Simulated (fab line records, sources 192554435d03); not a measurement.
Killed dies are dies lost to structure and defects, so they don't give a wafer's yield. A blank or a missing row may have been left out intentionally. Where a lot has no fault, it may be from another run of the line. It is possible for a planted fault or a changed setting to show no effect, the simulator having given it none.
Which tool did it? / flow n5Finfet / 11 lots (31 wafers sampled), 1 step of a 1938-step route

WHAT THE GAUGES SHOWED, per wafer
N5_SD_ACTIVATION_RS_MEAS_03: a four-point-probe measurement. Usual: RS_SD_N 22.0 ohm/sq, standard deviation 0.31; RS_SD_P 56.2 ohm/sq, standard deviation 1.2.
lot=L849; measured=day 3 19:29; on=filmMetro-01; RS_SD_N (ohm/sq)=22.0 22.0 22.3; RS_SD_P (ohm/sq)=56.8 56.6 55.8; flag=
lot=L850; measured=day 4 02:37; on=filmMetro-01; RS_SD_N (ohm/sq)=22.1 22.1 22.0; RS_SD_P (ohm/sq)=58.1 58.1 58.5; flag=
lot=L851; measured=day 4 04:43; on=filmMetro-02; RS_SD_N (ohm/sq)=21.5 21.7 21.6; RS_SD_P (ohm/sq)=55.4 54.7 54.7; flag=
lot=L853; measured=day 4 14:53; on=filmMetro-02; RS_SD_N (ohm/sq)=21.6 21.6 22.0; RS_SD_P (ohm/sq)=57.0 57.6 57.3; flag=
lot=L854; measured=day 5 04:44; on=filmMetro-01; RS_SD_N (ohm/sq)=21.7 22.2 21.9; RS_SD_P (ohm/sq)=56.9 56.4 56.0; flag=
lot=L855; measured=day 5 05:26; on=filmMetro-01; RS_SD_N (ohm/sq)=22.3 22.4 22.4; RS_SD_P (ohm/sq)=56.3 56.9 57.3; flag=
lot=L858; measured=day 5 23:10; on=filmMetro-02; RS_SD_N (ohm/sq)=21.7 21.8 21.9; RS_SD_P (ohm/sq)=57.1 57.1 57.6; flag=
lot=L857; measured=day 6 00:23; on=filmMetro-02; RS_SD_N (ohm/sq)=22.1 22.0 22.1; RS_SD_P (ohm/sq)=57.1 57.6 57.4; flag=
lot=L863; measured=day 7 07:11; on=filmMetro-01; RS_SD_N (ohm/sq)=21.1; RS_SD_P (ohm/sq)=54.2; flag=
lot=L867; measured=day 8 03:55; on=filmMetro-02; RS_SD_N (ohm/sq)=21.8 21.4 21.2; RS_SD_P (ohm/sq)=55.2 54.9 55.0; flag=
lot=L870; measured=day 8 21:29; on=filmMetro-02; RS_SD_N (ohm/sq)=22.0 22.0 21.8; RS_SD_P (ohm/sq)=58.2 56.4 57.5; flag=

TOOL THAT RAN EACH LOT (tool first, then ch and the chambers of the sampled wafers, then the start)
Record: no process step prior to these readings.

AS READ BY THE TOOLS THEMSELVES (means over the sampled wafers that have a number; for cases with no such wafer, the mark the record gives instead)
The record holds no such reading with a usual standard deviation.

THE ANSWER, worked out from the rows above alone
Rule: a lot counts as off when the mean over its wafers that have a number is more than 3 standard deviations away from the usual mean. A lot without any number at a reading at which 4 lots or more have one is off too. Any other lot the step has rows for is counted as sound. First the gauges in route order, then the tools' own readings, where a lot's mean is used as printed above. The first step at which some lot is off is used, and at that step the reading that is off furthest; a lot without a number counts as furthest.
Nothing can be told from this: no lot is off at any reading shown.

WHAT HAD BEEN PUT IN BY THE SIMULATOR
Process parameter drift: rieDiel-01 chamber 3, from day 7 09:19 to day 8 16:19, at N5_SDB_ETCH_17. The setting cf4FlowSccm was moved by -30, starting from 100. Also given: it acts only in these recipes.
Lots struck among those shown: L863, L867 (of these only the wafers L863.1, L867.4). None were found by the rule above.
